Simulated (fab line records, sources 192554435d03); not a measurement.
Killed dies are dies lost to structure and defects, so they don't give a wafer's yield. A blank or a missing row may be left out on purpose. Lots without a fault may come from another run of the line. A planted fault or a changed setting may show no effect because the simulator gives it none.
fab line records | flow n5_finfet
record lots=7 wafers=21 last_day=18
route steps=1938 shown BEOL_M8@1346 PASSIVATION@1936
lots that met no fault: from a run of the same line without faults
start_h: hours from the record's first day to the start of the lot's first wafer shown | wait_h: hours since the lot's step before | " the same as in the row above | L1.1+2: a row that stands for several wafers | - no value, or no start given | * or withheld: withheld | < > ~ a bound
route shown NAME@n: a module of which the file shows steps, and the number in the route of the first | usual: mean/standard deviation of fault-free wafers | same: alike in all rows | chamber/n: place in a boat | sites: the reading at each site | _std_site: their standard deviation | _edge_site: outer sites' mean less inner sites' | radius_mm: how far each site lies from the wafer's centre | mask NAME#n: copy n | behind: the tool/chamber that last shaped the wafer | hold: why the lot was held/for how many hours/how that ended | device: the transistor (n, p or np) that didn't switch | end of line: the same wafers' tests at the end of the route | a step without rows: its recipe alone | killed: dies lost to structure and defects at the first sort, not the wafer's yield | map: a wafer's dies, x killed, . not, _ none there
set.NAME: the setting as run; set.NAME@STEP: as run at that earlier step | model.NAME: the simulator's own value behind a step, which no gauge read
lots at some steps of the route; a table a step, a row a wafer
services: from which hour (start_h, from the record's first day; less than 0 if before it) a tool's chamber was out of use, for how many hours, and why
## steps
# step N5_BEOL_M8_OVL_MEAS_12
# recipe points_per_wafer=44
# usual M8_OVL=-0.1/0.7
# columns lot.wafer tool chamber start_h wait_h M8_OVL[nm]
L263.1 overlay-02 0 234.86 0.0 -0.4
L263.3 " 0 " " -1.0
L263.5 " 0 " " 0.1
L264.1 overlay-01 0 258.50 0.0 -0.8
L264.4 " 0 " " -0.4
L264.6 " 0 " " -0.1
L270.1 overlay-02 0 284.32 0.0 0.7
L270.3 " 0 " " 0.1
L270.4 " 0 " " 0.4
L269.1 overlay-01 0 288.07 0.0 -0.4
L269.3 " 0 " " 0.0
L269.4 " 0 " " 0.8
L276.1 overlay-02 0 312.01 0.0 0.7
L276.3 " 0 " " 0.5
L276.4 " 0 " " 0.5
L279.1 overlay-02 0 354.19 0.0 -0.2
L279.2 " 0 " " -1.5
L279.4 " 0 " " -0.2
L281.3 overlay-02 0 354.68 0.0 -0.3
L281.4 " 0 " " -0.5
L281.6 " 0 " " 0.0
# step N5_BEOL_M8_INSPECT_13
# recipe mode=adi inspect_instrument=brightfield
# usual raw_defect_count=385/86
# columns lot.wafer tool chamber start_h wait_h raw_defect_count
L263.1 defect_inspect-01 - 234.89 0.0 397
L263.3 " - " " 627
L263.5 " - " " 503
L264.1 defect_inspect-01 - 258.52 0.0 420
L264.4 " - " " 458
L264.6 " - " " 511
L270.1 defect_inspect-01 - 284.34 0.0 242
L270.3 " - " " 258
L270.4 " - " " 346
L269.1 defect_inspect-02 - 288.09 0.0 471
L269.3 " - " " 433
L269.4 " - " " 353
L276.1 defect_inspect-02 - 312.04 0.0 513
L276.3 " - " " 371
L276.4 " - " " 391
L279.1 defect_inspect-01 - 354.21 0.0 331
L279.2 " - " " 390
L279.4 " - " " 451
L281.3 defect_inspect-01 - 354.70 0.0 295
L281.4 " - " " 275
L281.6 " - " " 396
# step N5_BEOL_M8_DESCUM_16
# recipe chemistry=O2 time_s=7.9 source_power_w=50 bias_power_w=20 pressure_mtorr=20 rf_frequency_hz=2.712e+07 temp_c=40 resist=CAR-ArF o2_flow_sccm=225
# usual drypump_motor_current_A=5.5/0.34 oes_product_au=0.75/0.073 rf_vpp_V=242.8/1.3 showerhead_plenum_p_Torr=2.08/0.066 throttle_valve_pct=20.59/0.25
# columns lot.wafer tool chamber start_h wait_h drypump_motor_current_A oes_product_au rf_hours_counter_h rf_vpp_V showerhead_plenum_p_Torr throttle_valve_pct
L263.1 rie_diel-06 0 234.92 0.0 5.2 0.69 227 244.2 2.17 20.97
L263.3 " 1 " " 5.2 0.95 15 242.0 2.03 20.15
L263.5 " 1 " " 5.2 0.95 - 240.8 2.04 20.17
L264.1 rie_diel-02 2 258.57 0.0 5.3 0.69 226 241.8 1.98 20.97
L264.4 " 3 " " 5.1 0.71 209 245.2 2.18 21.03
L264.6 " 3 " " 5.1 0.71 - 245.0 2.18 21.02
L270.1 rie_diel-02 1 284.55 0.2 5.2 0.75 178 243.2 2.10 20.59
L270.3 " 0 " " 6.2 0.74 190 241.6 1.99 20.32
L270.4 " 2 " " 5.3 0.69 232 241.2 1.98 20.97
L269.1 rie_diel-06 1 288.34 0.2 5.2 0.90 35 242.8 2.03 20.22
L269.3 " 0 " " 5.2 0.68 247 244.4 2.17 21.00
L269.4 " 2 " " 5.1 0.67 237 244.1 2.13 20.48
L276.1 rie_diel-01 1 312.12 0.1 5.7 0.84 74 242.7 2.11 20.33
L276.3 " 0 " " 5.7 0.79 118 241.6 2.10 20.59
L276.4 " 2 " " 5.7 0.75 144 243.3 2.10 20.67
L279.1 rie_diel-02 1 354.24 0.0 5.2 0.71 206 241.1 2.09 20.63
L279.2 " 0 " " 6.1 0.72 218 241.7 1.98 20.37
L279.4 " 1 " " 5.2 0.72 - 243.5 2.09 20.64
L281.3 rie_diel-01 2 354.91 0.2 5.6 0.74 158 242.6 2.10 20.71
L281.4 " 0 " " 5.7 0.76 133 243.2 2.09 20.60
L281.6 " 1 " " 5.7 0.81 - 244.3 2.10 20.34
# step N5_BEOL_M8_ETCH_61
# recipe chemistry=CF4 target=SiARC target_depth_a=455 mask_material=CAR-ArF time_s=75.8 ion_energy_ev=80 pressure_mtorr=40 source_w=545 bias_w=36 Ar_flow_sccm=100 cf4_flow_sccm=100 ends=cleared
# usual drypump_motor_current_A=5.5/0.34 etch_rf_on_time_s=76.0/1.4 oes_product_au=0.64/0.063 rf_vpp_V=183.9/1.1 showerhead_plenum_p_Torr=2.13/0.057 throttle_valve_pct=15.81/0.2
# columns lot.wafer tool chamber start_h wait_h drypump_motor_current_A etch_rf_on_time_s oes_product_au rf_hours_counter_h rf_vpp_V showerhead_plenum_p_Torr throttle_valve_pct
L263.1 rie_diel-06 0 234.96 0.0 5.2 77.4 0.59 227 185.7 2.20 16.05
L263.3 " 1 " " 5.2 74.6 0.81 15 183.8 2.12 15.45
L263.5 " 1 " " 5.2 74.7 0.81 - 183.9 2.12 15.45
L264.1 rie_diel-02 2 258.61 0.0 5.3 76.2 0.59 226 182.7 2.04 16.19
L264.4 " 3 " " 5.1 76.4 0.62 209 184.4 2.20 16.05
L264.6 " 3 " " 5.1 76.7 0.62 - 185.0 2.20 16.04
L270.1 rie_diel-02 1 284.59 0.0 5.2 75.5 0.63 178 184.3 2.14 15.71
L270.3 " 0 " " 6.1 76.3 0.64 190 182.0 2.05 15.64
L270.4 " 2 " " 5.3 76.7 0.59 232 183.3 2.04 16.18
L269.1 rie_diel-06 1 288.37 0.0 5.2 74.5 0.78 35 183.2 2.11 15.48
L269.3 " 0 " " 5.2 77.6 0.58 247 186.0 2.20 16.09
L269.4 " 2 " " 5.1 76.8 0.57 237 185.0 2.20 15.84
L276.1 rie_diel-01 1 312.16 0.0 5.7 76.5 0.71 74 184.4 2.17 15.62
L276.3 " 0 " " 5.8 77.2 0.66 118 182.6 2.14 15.69
L276.4 " 2 " " 5.6 75.9 0.65 144 183.7 2.14 15.80
L279.1 rie_diel-02 1 354.28 0.0 5.2 76.8 0.60 206 183.2 2.13 15.76
L279.2 " 0 " " 6.1 76.0 0.62 218 184.1 2.04 15.69
L279.4 " 1 " " 5.2 76.7 0.60 - 184.2 2.13 15.77
L281.3 rie_diel-01 2 354.94 0.0 5.7 75.9 0.64 158 184.5 2.14 15.83
L281.4 " 0 " " 5.7 77.9 0.65 133 185.6 2.14 15.73
L281.6 " 1 " " 5.7 76.1 0.69 - 183.2 2.16 15.64
# step N5_BEOL_M8_ETCH_62
# recipe chemistry=N2/H2 target=SOC target_depth_a=1100 overetch_a=220 mask_material=SiARC temp_c=40 time_s=165 ion_energy_ev=200 pressure_mtorr=30 source_w=840 bias_w=150 n2_flow_sccm=200 h2_flow_sccm=200
# usual drypump_motor_current_A=5.5/0.34 h2_flow_sccm=200.1/0.62 oes_product_au=0.64/0.061 rf_vpp_V=523.4/2.3 showerhead_plenum_p_Torr=2.53/0.075 throttle_valve_pct=18.00/0.24
# columns lot.wafer tool chamber start_h wait_h drypump_motor_current_A h2_flow_sccm oes_product_au rf_hours_counter_h rf_vpp_V showerhead_plenum_p_Torr throttle_valve_pct
L263.1 rie_diel-06 0 235.01 0.0 5.2 199.7 0.59 227 526.7 2.61 18.10
L263.3 " 1 " " 5.2 200.2 0.80 15 523.3 2.49 17.63
L263.5 " 1 " " 5.2 199.9 0.80 - 523.3 2.49 17.62
L264.1 rie_diel-02 2 258.66 0.0 5.3 199.7 0.59 226 519.9 2.39 18.31
L264.4 " 3 " " 5.1 200.3 0.61 209 525.6 2.64 18.43
L264.6 " 3 " " 5.1 201.1 0.61 - 526.1 2.64 18.43
L270.1 rie_diel-02 1 284.64 0.0 5.2 200.9 0.62 178 524.0 2.54 17.88
L270.3 " 0 " " 6.2 200.7 0.63 190 520.4 2.42 17.80
L270.4 " 2 " " 5.3 199.8 0.59 233 519.3 2.39 18.30
L269.1 rie_diel-06 1 288.43 0.0 5.2 200.3 0.76 35 522.7 2.48 17.66
L269.3 " 0 " " 5.3 200.2 0.59 247 525.2 2.60 18.13
L269.4 " 2 " " 5.1 199.4 0.58 237 526.5 2.61 17.96
L276.1 rie_diel-01 1 312.21 0.0 5.7 199.8 0.71 74 524.9 2.56 17.61
L276.3 " 0 " " 5.7 200.2 0.66 118 524.0 2.56 17.99
L276.4 " 2 " " 5.7 200.1 0.64 144 522.3 2.55 18.09
L279.1 rie_diel-02 1 354.34 0.0 5.3 200.1 0.60 207 523.5 2.53 17.92
L279.2 " 0 " " 6.2 199.7 0.61 218 519.1 2.41 17.84
L279.4 " 1 " " 5.2 199.7 0.61 - 523.0 2.53 17.93
L281.3 rie_diel-01 2 355.00 0.0 5.7 200.4 0.64 158 523.5 2.54 18.14
L281.4 " 0 " " 5.8 199.9 0.65 133 523.6 2.55 18.01
L281.6 " 1 " " 5.8 200.5 0.69 - 524.4 2.55 17.66
# step N5_BEOL_M8_STRIP_68
# recipe chemistry=N2/H2 temp_c=40 n2_flow_sccm=200 h2_flow_sccm=200 rf_frequency_hz=6e+07
# step N5_BEOL_M8_STRIP_67
# recipe chemistry=CF4 resist=SiARC power_w=300 bias_power_w=75 pressure_mtorr=50 cf4_flow_sccm=150 rf_frequency_hz=6e+07
# usual drypump_motor_current_A=5.5/0.34 oes_product_au=0.76/0.071 rf_vpp_V=270.9/1.4 showerhead_plenum_p_Torr=1.78/0.046 throttle_valve_pct=13.77/0.22
# columns lot.wafer tool chamber start_h wait_h drypump_motor_current_A oes_product_au rf_hours_counter_h rf_vpp_V showerhead_plenum_p_Torr throttle_valve_pct
L263.1 rie_diel-06 0 235.16 0.0 5.2 0.71 227 270.2 1.85 14.05
L263.3 " 1 " " 5.2 0.95 15 270.2 1.76 13.35
L263.5 " 1 " " 5.2 0.95 - 271.4 1.76 13.33
L264.1 rie_diel-02 2 258.81 0.0 5.3 0.69 226 269.9 1.72 14.18
L264.4 " 3 " " 5.1 0.72 209 271.4 1.84 14.03
L264.6 " 3 " " 5.1 0.72 - 271.9 1.84 14.00
L270.1 rie_diel-02 1 284.79 0.0 5.2 0.73 178 270.1 1.80 13.69
L270.3 " 0 " " 6.2 0.74 190 271.0 1.71 13.61
L270.4 " 2 " " 5.3 0.70 233 267.7 1.71 14.19
L269.1 rie_diel-06 1 288.58 0.0 5.2 0.91 36 269.7 1.76 13.38
L269.3 " 0 " " 5.2 0.69 247 271.8 1.84 14.09
L269.4 " 2 " " 5.1 0.68 237 272.8 1.83 13.79
L276.1 rie_diel-01 1 312.36 0.0 5.7 0.84 74 272.4 1.82 13.56
L276.3 " 0 " " 5.7 0.78 118 272.5 1.79 13.63
L276.4 " 2 " " 5.7 0.76 144 270.3 1.80 13.77
L279.1 rie_diel-02 1 354.48 0.0 5.2 0.71 207 271.2 1.79 13.77
L279.2 " 0 " " 6.1 0.72 218 267.7 1.71 13.69
L279.4 " 1 " " 5.2 0.72 - 271.2 1.79 13.78
L281.3 rie_diel-01 2 355.14 0.0 5.7 0.75 158 270.8 1.79 13.83
L281.4 " 0 " " 5.7 0.77 133 270.4 1.78 13.64
L281.6 " 1 " " 5.7 0.82 - 270.7 1.81 13.60
# step N5_BEOL_M8_HM_OPEN_17
# recipe chemistry=Cl2/BCl3 target_depth_a=200 overetch_a=60 target=TiN mask_material=SOC ion_energy_ev=150 pressure_mtorr=10 icp_w=1000 bias_w=126 Cl2_flow_sccm=53.25 bcl3_flow_sccm=21.75 Ar_flow_sccm=25
# usual drypump_motor_current_A=5.7/0.58 oes_product_au=0.63/0.065 throttle_valve_pct=22.08/0.2
# columns lot.wafer tool chamber start_h wait_h drypump_motor_current_A oes_product_au rf_hours_counter_h throttle_valve_pct
L263.1 rie_metal-02 1 235.20 0.0 6.3 0.69 37 21.83
L263.3 " 1 " " 6.3 0.70 - 21.82
L263.5 " 0 " " 6.5 0.60 - 22.28
L264.1 rie_metal-03 0 258.85 0.0 5.0 0.60 82 21.87
L264.4 " 0 " " 5.0 0.59 - 21.89
L264.6 " 0 " " 4.9 0.60 - 21.87
L270.1 rie_metal-02 1 284.83 0.0 6.3 0.68 42 21.83
L270.3 " 0 " " 6.4 0.58 - 22.29
L270.4 " 1 " " 6.3 0.68 - 21.81
L269.1 rie_metal-02 0 288.62 0.0 6.4 0.58 76 22.30
L269.3 " 1 " " 6.3 0.67 - 21.84
L269.4 " 0 " " 6.4 0.58 - 22.31
L276.1 rie_metal-01 0 312.40 0.0 6.2 0.63 60 22.10
L276.3 " 0 " " 6.2 0.63 - 22.13
L276.4 " 1 " " 5.6 0.72 - 22.39
L279.1 rie_metal-01 0 354.52 0.0 6.2 0.62 63 22.13
L279.2 " 1 " " 5.6 0.71 22 22.35
L279.4 " 1 " " 5.6 0.71 - 22.36
L281.3 rie_metal-01 1 355.21 0.1 5.6 0.72 - 22.35
L281.4 " 0 " " 6.2 0.62 - 22.11
L281.6 " 0 " " 6.2 0.62 - 22.12
# step N5_BEOL_M8_STRIP_19
# recipe chemistry=O2 power_w=400 temp_c=40 pressure_mtorr=30 rf_frequency_hz=6e+07 bias_power_w=0 overash_fraction=0.2 o2_flow_sccm=225
# step N5_BEOL_M8_CD_MEAS_18
# recipe pitch_nm=80 target_cd_nm=40
# usual cd_nm=40.1/0.58
# columns lot.wafer tool chamber start_h wait_h cd_nm
L263.1 cd_sem-01 - 235.41 0.0 39.5
L263.3 " - " " 39.2
L263.5 " - " " 39.4
L264.1 cd_sem-03 - 259.19 0.0 39.2
L264.4 " - " " 38.4
L264.6 " - " " 38.8
L270.1 cd_sem-01 - 285.05 0.0 40.2
L270.3 " - " " 39.0
L270.4 " - " " 39.6
L269.1 cd_sem-03 - 288.84 0.0 40.1
L269.3 " - " " 40.5
L269.4 " - " " 40.6
L276.1 cd_sem-03 - 312.58 0.0 38.3
L276.3 " - " " 40.5
L276.4 " - " " 40.1
L279.1 cd_sem-02 - 354.76 0.0 41.1
L279.2 " - " " 40.3
L279.4 " - " " 41.2
L281.3 cd_sem-02 - 355.37 0.1 41.1
L281.4 " - " " 40.7
L281.6 " - " " 40.5
# step N5_BEOL_M8_COAT_63
# recipe resist=SOC temp_c=250 time_s=60 spin_rpm=1500 resist_thk_nm=60
# step N5_BEOL_M8_COAT_64
# recipe resist=SiARC temp_c=220 time_s=60 spin_rpm=1500 resist_thk_nm=12
# step N5_BEOL_M8_COAT_71
# recipe resist=underlayer temp_c=205 time_s=60 spin_rpm=1500 resist_thk_nm=5
# usual chill_plate_temp_C=23.00/0.1 heater_power_total_W=391.7/1.3 plate_temp_C=205.01/0.17 resist_line_temp_C=22.98/0.12
# columns lot.wafer tool chamber start_h wait_h chill_plate_temp_C heater_power_total_W plate_temp_C resist_line_temp_C
L263.1 litho_track-04 0 237.55 - 23.04 394.0 204.95 23.01
L263.3 " 0 " " 23.01 390.0 204.74 23.32
L263.5 " 0 " " 23.02 392.8 205.13 23.02
L264.1 litho_track-04 0 262.89 - 23.05 404.9 209.44 22.89
L264.4 " 0 " " 22.99 404.9 209.81 22.97
L264.6 " 0 " " 22.99 403.5 209.72 22.79
L270.1 litho_track-04 0 285.90 - 22.89 399.7 209.36 22.89
L270.3 " 0 " " 23.03 402.6 209.46 22.76
L270.4 " 0 " " 22.89 402.4 209.39 22.86
L269.1 litho_track-04 0 292.22 - 23.13 404.8 209.67 23.03
L269.3 " 0 " " 22.98 403.8 209.54 22.87
L269.4 " 0 " " 23.07 399.9 209.33 23.03
L276.1 litho_track-02 0 314.69 - 22.98 393.1 204.96 22.91
L276.3 " 0 " " 23.02 393.4 204.97 23.11
L276.4 " 0 " " 22.89 392.0 205.16 22.97
L279.1 litho_track-04 0 357.07 - 23.09 392.7 205.18 22.83
L279.2 " 0 " " 23.17 393.2 205.17 23.09
L279.4 " 0 " " 23.16 391.2 204.99 23.11
L281.3 litho_track-05 0 357.46 - 22.96 393.3 204.75 22.90
L281.4 " 0 " " 23.17 393.4 204.96 22.84
L281.6 " 0 " " 23.09 393.7 205.26 22.78
# step N5_BEOL_M8_COAT_22
# recipe resist=CAR-EUV spin_rpm=1500 resist_thk_nm=30
# step N5_PASSIVATION_PROBE_49
# usual defect_limited_yield=91.4/1.5 killed_at_M0_to_M3=35/12 killed_at_M4_up=13/5.8 killed_at_contacts=12/5.5 killed_at_front_end=36/9.9 killed_at_other=4/3.7 killed_dies=101/18 killed_open=66/13 killed_short=33/8 sort_bin_5_function=5.0/1 sort_bin_6_memory=3.2/0.67 sort_bin_8_speed=0.00/0.0099 sort_n_pass=1079/18 sort_yield_pct=91.4/1.5
# same gross_dies=1180 killed_at_back_side=0 sort_bin_4_leakage[%]=0
# columns lot.wafer tool chamber start_h wait_h defect_limited_yield[%] killed_at_M0_to_M3 killed_at_M4_up killed_at_contacts killed_at_front_end killed_at_other killed_dies killed_open killed_short sort_bin_5_function[%] sort_bin_6_memory[%] sort_bin_8_speed[%] sort_n_pass sort_yield_pct[%]
L263.1 prober-02 - 308.10 0.0 89.7 51 13 11 46 1 122 77 40 5.3 4.2 0 1058 89.7
L263.3 prober-02 - 308.20 0.1 91.3 39 9 6 44 5 103 63 38 5.0 3.4 0 1077 91.3
L263.5 prober-02 - 308.30 0.2 91.6 36 14 7 35 7 99 63 34 4.5 3.6 0 1081 91.6
L264.1 prober-01 - 330.90 0.0 89.3 40 23 21 40 2 126 79 38 5.8 3.8 0 1054 89.3
L264.4 prober-01 - 331.05 0.2 91.8 34 7 22 31 3 97 75 21 5.3 2.8 0 1083 91.8
L264.6 prober-01 - 331.15 0.3 90.5 38 13 20 41 0 112 80 31 5.3 3.8 0 1068 90.5
L269.1 prober-01 - 370.15 0.0 90.1 43 21 13 35 5 117 76 39 6.3 3.4 0 1063 90.1
L269.3 prober-01 - 370.25 0.1 90.2 49 12 15 33 7 116 67 47 6.4 3.2 0 1064 90.2
L269.4 prober-01 - 370.30 0.2 90.8 38 19 14 36 1 108 70 37 5.3 3.5 0 1072 90.8
L276.1 prober-01 - 380.61 0.0 88.1 62 8 24 39 7 140 99 40 6.9 4.7 0 1040 88.1
L276.3 prober-01 - 380.71 0.1 88.8 55 6 23 41 7 132 80 50 6.4 4.3 0 1048 88.8
L276.4 prober-01 - 380.76 0.2 88.6 63 6 26 27 12 134 86 45 7.6 3.6 0 1046 88.6
L281.3 prober-01 - 429.06 0.1 91.3 27 20 19 33 4 103 57 43 4.7 3.6 0 1077 91.3
L281.4 prober-01 - 429.11 0.2 90.7 58 15 9 21 7 110 66 42 5.4 3.3 0 1070 90.7
L281.6 prober-01 - 429.21 0.3 88.8 43 30 14 41 4 132 85 44 6.7 4.1 0 1048 88.8
L279.1 prober-02 - 429.48 0.0 92.7 31 5 10 38 2 86 54 28 4.5 2.3 0.08 1094 92.7
L279.2 prober-02 - 429.53 0.1 93.8 31 7 7 28 0 73 42 30 4.1 1.9 0 1107 93.8
L279.4 prober-02 - 429.63 0.2 92.3 27 6 12 43 3 91 58 31 4.7 2.6 0 1089 92.3
# killed by level:class
L263.1 BEOL_M0_SAQP:geometric_particle:short=19 BEOL_M0_SAQP:geometric_particle:open=18 FIN_SAQP:geometric_particle:open=12 STI_FIN_REVEAL:geometric_particle:open=9 MOL_CONTACT_COAG:geometric_particle:open=7 FIN_SAQP:geometric_particle:short=5 BEOL_M4:geometric_particle:open=5 MOL_CONTACT_COAG:geometric_particle:short=4
L263.3 BEOL_M0_SAQP:geometric_particle:short=14 STI_FIN_REVEAL:geometric_particle:open=13 FIN_SAQP:geometric_particle:short=9 BEOL_M3:geometric_particle:open=9 FIN_SAQP:geometric_particle:open=8 BEOL_M0_SAQP:geometric_particle:open=7 BEOL_M1:geometric_particle:open=7 MOL_CONTACT_COAG:geometric_particle:open=5
L263.5 BEOL_M0_SAQP:geometric_particle:open=12 BEOL_M0_SAQP:geometric_particle:short=11 FIN_SAQP:geometric_particle:open=9 FIN_SAQP:geometric_particle:short=6 DUMMY_GATE:geometric_particle:open=6 MOL_CONTACT_COAG:geometric_particle:open=6 BEOL_M5:geometric_particle:open=4 MIM_BOT:geometric_particle:short=4
L264.1 MOL_CONTACT_COAG:geometric_particle:open=17 BEOL_M0_SAQP:geometric_particle:short=13 FIN_SAQP:geometric_particle:open=11 BEOL_M0_SAQP:geometric_particle:open=10 BEOL_M4:geometric_particle:open=9 HKMG_FIN:area_etch=9 FIN_SAQP:geometric_particle:short=7 BEOL_M1:geometric_particle:open=6
L264.4 MOL_CONTACT_COAG:geometric_particle:open=22 BEOL_M0_SAQP:geometric_particle:open=9 STI_FIN_REVEAL:geometric_particle:open=8 BEOL_M0_SAQP:geometric_particle:short=8 BEOL_M2:geometric_particle:open=6 DUMMY_GATE:geometric_particle:open=5 STARTING-WAFER:geometric_particle:open=5 FIN_SAQP:geometric_particle:open=3
L264.6 MOL_CONTACT_COAG:geometric_particle:open=16 BEOL_M0_SAQP:geometric_particle:open=13 BEOL_M0_SAQP:geometric_particle:short=10 STI_FIN_REVEAL:geometric_particle:open=8 BEOL_M2:geometric_particle:open=8 DUMMY_GATE:geometric_particle:open=7 BEOL_M4:geometric_particle:open=6 FIN_SAQP:geometric_particle:short=5
L269.1 BEOL_M4:geometric_particle:open=16 MOL_CONTACT_COAG:geometric_particle:open=11 BEOL_M0_SAQP:geometric_particle:short=9 BEOL_M0_SAQP:geometric_particle:open=9 STI_FIN_REVEAL:geometric_particle:open=6 BEOL_M0:geometric_particle:open=6 DUMMY_GATE:geometric_particle:open=5 BEOL_M1:geometric_particle:open=5
L269.3 BEOL_M0_SAQP:geometric_particle:open=14 BEOL_M0_SAQP:geometric_particle:short=14 MOL_CONTACT_COAG:geometric_particle:open=11 BEOL_M4:geometric_particle:open=7 FIN_SAQP:geometric_particle:short=5 BEOL_M2:geometric_particle:open=5 FIN_SAQP:geometric_particle:open=4 DUMMY_GATE:geometric_particle:open=4
L269.4 MOL_CONTACT_COAG:geometric_particle:open=11 BEOL_M0_SAQP:geometric_particle:short=10 BEOL_M0_SAQP:geometric_particle:open=9 BEOL_M4:geometric_particle:open=9 BEOL_M1:geometric_particle:open=9 DUMMY_GATE:geometric_particle:open=7 GATE_CUT:geometric_particle:short=7 STI_FIN_REVEAL:geometric_particle:open=5
L276.1 BEOL_M3:geometric_particle:open=19 MOL_CONTACT_COAG:geometric_particle:open=18 BEOL_M0_SAQP:geometric_particle:open=9 BEOL_M1:geometric_particle:open=9 GATE_CUT:geometric_particle:short=8 BEOL_M2:geometric_particle:open=8 FIN_SAQP:geometric_particle:open=7 DUMMY_GATE:geometric_particle:open=7
L276.3 MOL_CONTACT_COAG:geometric_particle:open=17 BEOL_M3:geometric_particle:open=14 BEOL_M2:geometric_particle:open=13 BEOL_M1:geometric_particle:short=11 FIN_SAQP:geometric_particle:open=7 GATE_CUT:geometric_particle:open=7 STI_FIN_REVEAL:geometric_particle:open=6 MOL_CONTACT_COAG:geometric_particle:short=6
L276.4 MOL_CONTACT_COAG:geometric_particle:open=21 BEOL_M3:geometric_particle:open=15 BEOL_M0_SAQP:geometric_particle:short=12 BEOL_M1:geometric_particle:open=11 BEOL_M2:geometric_particle:open=8 BEOL_M0_SAQP:geometric_particle:open=7 DUMMY_GATE:geometric_particle:open=6 GATE_CUT:geometric_particle:short=6
L281.3 MOL_CONTACT_COAG:geometric_particle:open=15 FIN_SAQP:geometric_particle:short=14 BEOL_M4:geometric_particle:open=11 BEOL_M2:geometric_particle:open=7 BEOL_M2:geometric_particle:short=6 BEOL_M0_SAQP:geometric_particle:short=4 FIN_SAQP:geometric_particle:open=4 STI_FIN_REVEAL:geometric_particle:open=4
L281.4 BEOL_M1:geometric_particle:open=15 BEOL_M0_SAQP:geometric_particle:short=13 BEOL_M0_SAQP:geometric_particle:open=10 BEOL_M2:geometric_particle:open=8 MOL_CONTACT_COAG:geometric_particle:open=6 STI_FIN_REVEAL:geometric_particle:open=5 FIN_SAQP:geometric_particle:short=3 GATE_CUT:geometric_particle:short=3
L281.6 MOL_CONTACT_COAG:geometric_particle:open=13 BEOL_M4:geometric_particle:open=13 BEOL_M0_SAQP:geometric_particle:short=12 BEOL_M2:geometric_particle:open=9 STI_FIN_REVEAL:geometric_particle:open=8 BEOL_M1:geometric_particle:open=8 FIN_SAQP:geometric_particle:open=7 FIN_SAQP:geometric_particle:short=7
L279.1 MOL_CONTACT_COAG:geometric_particle:open=10 BEOL_M2:geometric_particle:open=10 FIN_SAQP:geometric_particle:open=7 BEOL_M0_SAQP:geometric_particle:short=7 FIN_SAQP:geometric_particle:short=6 BEOL_M0_SAQP:geometric_particle:open=6 STI_FIN_REVEAL:geometric_particle:open=4 ILD0:geometric_particle:short=4
L279.2 BEOL_M0_SAQP:geometric_particle:short=12 FIN_SAQP:geometric_particle:open=8 DUMMY_GATE:geometric_particle:open=6 BEOL_M3:geometric_particle:open=6 MOL_CONTACT_COAG:geometric_particle:open=5 FIN_SAQP:geometric_particle:short=4 BEOL_M0_SAQP:geometric_particle:open=4 GATE_CUT:geometric_particle:open=3
L279.4 FIN_SAQP:geometric_particle:open=10 MOL_CONTACT_COAG:geometric_particle:open=10 BEOL_M0_SAQP:geometric_particle:short=9 FIN_SAQP:geometric_particle:short=7 DUMMY_GATE:geometric_particle:open=5 STI_FIN_REVEAL:geometric_particle:open=5 BEOL_M0_SAQP:geometric_particle:open=5 STARTING-WAFER:geometric_particle:open=5
## services
# columns tool chamber start_h hours kind
rie_diel-06 2 229.79 1.7 repair
rie_metal-03 1 238.12 25.3 repair
rie_metal-01 1 248.75 2.4 repair
rie_metal-01 - 253.60 2.8 pm
rie_metal-02 0 263.05 10.3 repair
rie_metal-02 - 267.25 1.4 pm
litho_track-05 - 278.96 - consumable_replace:filter
rie_diel-02 2 312.22 9.2 repair
rie_metal-01 1 315.86 8.9 repair
rie_diel-06 0 324.90 17.4 repair
rie_metal-03 1 332.44 - clean
rie_metal-03 1 332.44 16.0 scheduled_down
rie_metal-03 1 332.44 16.0 vent_cycle
rie_diel-06 3 332.84 3.2 repair
rie_diel-02 2 339.33 - clean
rie_diel-02 2 339.33 - consumable_replace:focus_ring
rie_diel-02 2 339.33 - consumable_replace:showerhead
rie_diel-02 2 339.33 25.6 scheduled_down
rie_diel-02 2 339.33 25.6 vent_cycle
rie_diel-06 0 342.34 - clean
rie_diel-06 0 342.34 - consumable_replace:focus_ring
rie_diel-06 0 342.34 26.0 scheduled_down
rie_diel-06 0 342.34 26.0 vent_cycle
## key
first_sign step=N5_BEOL_M8_COAT_71 reading=plate_temp_C direction=up sigmas=27 usual=* struck=*
effect step=N5_BEOL_M8_COAT_71 reading=heater_power_total_W direction=up sigmas=8.4 usual=* struck=*
met_at N5_BEOL_M8_COAT_71
struck_wafers L264.1,L264.4,L264.6,L269.1,L269.3,L269.4,L270.1,L270.3,L270.4
onset_between 237.55 262.89
fault kind=process_parameter_drift tool=litho_track-04 chamber=- onset_h=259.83 steps=N5_BEOL_M8_COAT_71 channel=temp_c offset=* shape=step end_h=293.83 acts_in=* stated=*
